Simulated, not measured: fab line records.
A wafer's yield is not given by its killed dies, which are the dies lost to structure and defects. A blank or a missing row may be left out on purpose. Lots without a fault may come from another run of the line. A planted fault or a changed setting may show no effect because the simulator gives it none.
Matching of chambers ; flow nand-harc ; 4 sister chambers for NHARC_A_STAIRCASE_CMP_152 on cmp-02
The step polishes. 4 wafers are shown with their chamber, then 12 later ones without.

== WAFERS PAIRED WITH THEIR CHAMBERS ==
wafer;chamber;motor-current-A (A)
L089.3;1;13.0
L088.4;2;12.5
L088.5;0;13.1
L088.6;3;10.2

== WAFERS WHOSE CHAMBER IS MISSING ==
wafer;motor-current-A (A)
L092.1;13.2
L092.5;12.8
L092.6;12.8
L095.1;10.4
L095.4;13.6
L095.5;12.6
L096.2;12.3
L096.5;12.5
L096.6;12.4
L096.1;10.7
L096.3;12.5
L096.4;12.7

== CHAMBER TAKEN BY EACH ==
wafer;from the rows above;in truth
L092.1;can't be placed: 0 or 1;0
L092.5;can't be placed: 1 or 0 or 2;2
L092.6;can't be placed: 1 or 0 or 2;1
L095.1;3;3
L095.4;can't be placed: 0 or 1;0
L095.5;can't be placed: 2 or 1 or 0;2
L096.2;2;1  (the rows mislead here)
L096.5;2;2
L096.6;2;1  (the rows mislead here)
L096.1;3;3
L096.3;2;2
L096.4;can't be placed: 2 or 1 or 0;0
Correct placement for 4 of the 12. Not placeable from these rows: 6 (in 6, the candidates include the true chamber). Wrongly placed: 2.
How it was worked out, from the rows above alone: a wafer's distance from a chamber is the root of the sum, over the readings, of the square of ((its reading less the chamber's mean) divided by the reading's scatter). The wafer belongs to the nearest chamber; if the next one is less than 2 further off, it can't be placed. A chamber's mean is the mean of its shown wafers. The scatter: root of mean squared gap, hidden wafer to nearest shown wafer, with one shown wafer a chamber.
